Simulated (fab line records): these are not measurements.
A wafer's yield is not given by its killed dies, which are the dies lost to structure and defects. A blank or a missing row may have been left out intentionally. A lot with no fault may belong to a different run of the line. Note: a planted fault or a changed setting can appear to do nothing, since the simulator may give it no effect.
Problem report in the 8D (eight disciplines) form, filled by code | flow n5 finfet | the parts of the form that need people (team, actions taken, sign-off) are left out

## 1. PROBLEM STATEMENT
Across 9 wafers from 3 lots, CJ_N at N5_BEOL_M4_RC_MEAS_101 averages 3.50, while fault-free wafers read 4.32 with a standard deviation of 0.081. That is -10 standard deviations from the usual mean.
First observed at day 8 23:57: wafer L716.1, on prober-01. The record has a number at this step for 30 wafers belonging to 10 lots. Rule for "out" (also "out of limits"): further than 4 standard deviations from the usual mean. The rest of the wafers with a number are treated as sound.

## 2. WHAT IT IS, WHAT IT ISN'T
question                    | is                     | is not
which readings at this step | CJ_N                   | SS_P, VT_N
which lots                  | L716, L717, L719       | L714, L715, L728, L730, L731, L733, L734
which wafers of those lots  | all that have a number | -
read on which gauges        | prober-01, prober-02   | -
when                        | from day 8 23:57       | up to then (6 sound wafers); but 15 sound wafers of L728, L730, L731, L733, L734 came after

## 3. THE SUSPECTS, EACH WITH WHAT RULES IT OUT
Counting: a tool stays on the suspect list if, at a process step up to the reading, it processed all lots that are out and no sound lot following the first of them.
- ruled out: the gauge at N5_BEOL_M4_RC_MEAS_101. Those wafers that are out were read across 2 gauges (prober-01, prober-02).
- epi rpcvd-01 at N5_WELL_APT_EPI_41 (deposits Si from SiH4/H2, target thk 50 nm, time 297.7 s): ruled out as a lasting fault. Sound lots L730, L731, L733 ran on it after its first lot that is out, L716 (day 2 04:39).
Left after counting: nothing in the record.

## 4. THE CAUSE (what the simulator had put in)
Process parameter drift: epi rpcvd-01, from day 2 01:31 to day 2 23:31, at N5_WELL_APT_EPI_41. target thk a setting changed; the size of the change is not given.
It was ruled out by counting, in error; the rule expects a fault to strike all lots run on its tool from its start on, and this fault did not.

## 5. THE EFFECT CHAIN, in route order
Each row: a reading where the mean over the struck wafers with a number is more than 3 standard deviations away from the usual. Only readings for which the record gives a usual standard deviation are gone through. hours: the time from each lot's start at the first step in this table that gives one to its start at this step, as a median over the lots. sigmas: the change in usual standard deviations.
hours | step                   | reading  | usual       | on struck wafers | change | sigmas
0     | N5_BEOL_M4_RC_MEAS_101 | CJ_N     | 4.32        | 3.50             | -0.82  | -10
0     | N5_BEOL_M4_RC_MEAS_101 | RS_PWELL | 3006 ohm/sq | 2898             | -108   | -4.3

## 6. WHAT WOULD HAVE CAUGHT IT SOONER
In this record the first reading out of limits at a measuring or inspecting step was taken at day 8 23:57, 166 hours after the fault began at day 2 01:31.
Tool readings at N5_WELL_APT_EPI_41 with a usual standard deviation given in the record: none out on any struck wafer, hence no alarm at a limit of 4 standard deviations on them.
